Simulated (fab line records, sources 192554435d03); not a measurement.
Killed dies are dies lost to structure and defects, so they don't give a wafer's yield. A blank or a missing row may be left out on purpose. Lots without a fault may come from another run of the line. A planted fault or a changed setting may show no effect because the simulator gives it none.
Split-lot experiment | flow n5_finfet | 7 lots, 39 wafers read, on a route of 1938 steps

THE SPLIT
At N5_SD_EPI_N_LINER_46 (material SiNx, target thk 3 nm), the setting target_thk_a was moved away from the recipe's 30 angstrom on 12 of the 39 wafers read, by -12.7% to +4.8%. The other wafers ran this setting at the recipe's value.

The reading is taken at the split's own step.

THE READING
SiNx_of_SD_EPI_N_LINER_46.thk_nm (the simulator's own value, which no gauge read), in nm, at N5_SD_EPI_N_LINER_46 (material SiNx, target thk 3 nm). The file gives no usual value for it.

wafer  | tool, chamber at the split | target_thk_a as run, angstrom | against the recipe | SiNx_of_SD_EPI_N_LINER_46.thk_nm, nm | against lot-mates on the recipe
L076.1 | ald_sin-01, 2,1,1          | 31.43                         | +4.8%              | 3.2                                  | +0.2
L076.2 | ald_sin-01, 2,1,1          | 31.43                         | +4.8%              | 3.2                                  | +0.2
L076.5 | ald_sin-01, 2,1,1          | 31.43                         | +4.8%              | 3.2                                  | +0.2
L076.3 | ald_sin-01, 0,2,0          | 30                            | recipe             | 3                                    | -
L076.4 | ald_sin-01, 0,2,0          | 30                            | recipe             | 3                                    | -
L076.6 | ald_sin-01, 0,2,0          | 30                            | recipe             | 3                                    | -
L081.1 | ald_sin-04, 3,0,1,2,2,3    | 30                            | recipe             | 3                                    | -
L081.2 | ald_sin-04, 3,0,1,2,2,3    | 30                            | recipe             | 3                                    | -
L081.3 | ald_sin-04, 3,0,1,2,2,3    | 30                            | recipe             | 3                                    | -
L081.4 | ald_sin-04, 3,0,1,2,2,3    | 30                            | recipe             | 3                                    | -
L081.5 | ald_sin-04, 3,0,1,2,2,3    | 30                            | recipe             | 3                                    | -
L081.6 | ald_sin-04, 3,0,1,2,2,3    | 30                            | recipe             | 3                                    | -
L085.1 | ald_sin-01, 0,1,1          | 28.35                         | -5.5%              | 2.8                                  | -0.2
L085.2 | ald_sin-01, 0,1,1          | 28.35                         | -5.5%              | 2.8                                  | -0.2
L085.5 | ald_sin-01, 0,1,1          | 28.35                         | -5.5%              | 2.8                                  | -0.2
L085.3 | ald_sin-01, 2,3,0          | 30                            | recipe             | 3                                    | -
L085.4 | ald_sin-01, 2,3,0          | 30                            | recipe             | 3                                    | -
L085.6 | ald_sin-01, 2,3,0          | 30                            | recipe             | 3                                    | -
L086.1 | ald_sin-01, 2,3,3          | 26.67                         | -11.1%             | 2.6                                  | -0.4
L086.3 | ald_sin-01, 2,3,3          | 26.67                         | -11.1%             | 2.6                                  | -0.4
L086.6 | ald_sin-01, 2,3,3          | 26.67                         | -11.1%             | 2.6                                  | -0.4
L086.2 | ald_sin-01, 1,1,2          | 30                            | recipe             | 3                                    | -
L086.4 | ald_sin-01, 1,1,2          | 30                            | recipe             | 3                                    | -
L086.5 | ald_sin-01, 1,1,2          | 30                            | recipe             | 3                                    | -
L090.1 | ald_sin-02, 1,2,3          | 30                            | recipe             | 3                                    | -
L090.5 | ald_sin-02, 1,2,3          | 30                            | recipe             | 3                                    | -
L090.6 | ald_sin-02, 1,2,3          | 30                            | recipe             | 3                                    | -
L091.1 | ald_sin-02, 1,0,3          | 30                            | recipe             | 3                                    | -
L091.2 | ald_sin-02, 1,0,3          | 30                            | recipe             | 3                                    | -
L091.4 | ald_sin-02, 1,0,3          | 30                            | recipe             | 3                                    | -
L091.3 | ald_sin-02, 2,3,0          | 26.2                          | -12.7%             | 2.6                                  | -0.4
L091.5 | ald_sin-02, 2,3,0          | 26.2                          | -12.7%             | 2.6                                  | -0.4
L091.6 | ald_sin-02, 2,3,0          | 26.2                          | -12.7%             | 2.6                                  | -0.4
L097.1 | ald_sin-04, 1,3,0,2,0,3    | 30                            | recipe             | 3                                    | -
L097.2 | ald_sin-04, 1,3,0,2,0,3    | 30                            | recipe             | 3                                    | -
L097.3 | ald_sin-04, 1,3,0,2,0,3    | 30                            | recipe             | 3                                    | -
L097.4 | ald_sin-04, 1,3,0,2,0,3    | 30                            | recipe             | 3                                    | -
L097.5 | ald_sin-04, 1,3,0,2,0,3    | 30                            | recipe             | 3                                    | -
L097.6 | ald_sin-04, 1,3,0,2,0,3    | 30                            | recipe             | 3                                    | -
Where a row lists several chambers, the file gives one row for several wafers and doesn't say which wafer went through which chamber.

THE FIT
A straight line over all 39 wafers: SiNx_of_SD_EPI_N_LINER_46.thk_nm changes by +0.0346 nm for each +1% of target_thk_a; r = +1.00; the points scatter about the line by 0.015 nm.
The same after taking each lot's own level away (the mean of its wafers on the recipe; 39 wafers): +0.0346 nm for each +1%; r = +1.00; scatter 0.015 nm.
On that fit, the largest move of target_thk_a shifts the reading by 0.44 nm.
The lots' own levels span 3.00 to 3.00 nm.
So the lot-to-lot level changes the slope little: the two slopes agree.
Check: with one of the wafers moved furthest among these (-12.7%) left out of the fit, the line predicts -0.441 nm for it against its lot-mates. It came out at -0.4 nm against them.

OTHER SPLITS ON THESE WAFERS
These wafers also went through other splits before the reading. Each is held against what the fit with the lots' levels taken away leaves over:
other split on the same wafers    | wafers away from the commonest value | r with SiNx_of_SD_EPI_N_LINER_46.thk_nm (lot level and that fit taken away)
N5_DUMMY_GATE_CVD_03 target_thk_a | 30                                   | -0.51
N5_DUMMY_GATE_ETCH_37 source_w    | 15                                   | -0.40

THE FILE'S OWN FIT
SiNx_of_SD_EPI_N_LINER_46.thk_nm changes by +0.0343 nm for each +1% of target_thk_a, r = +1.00.
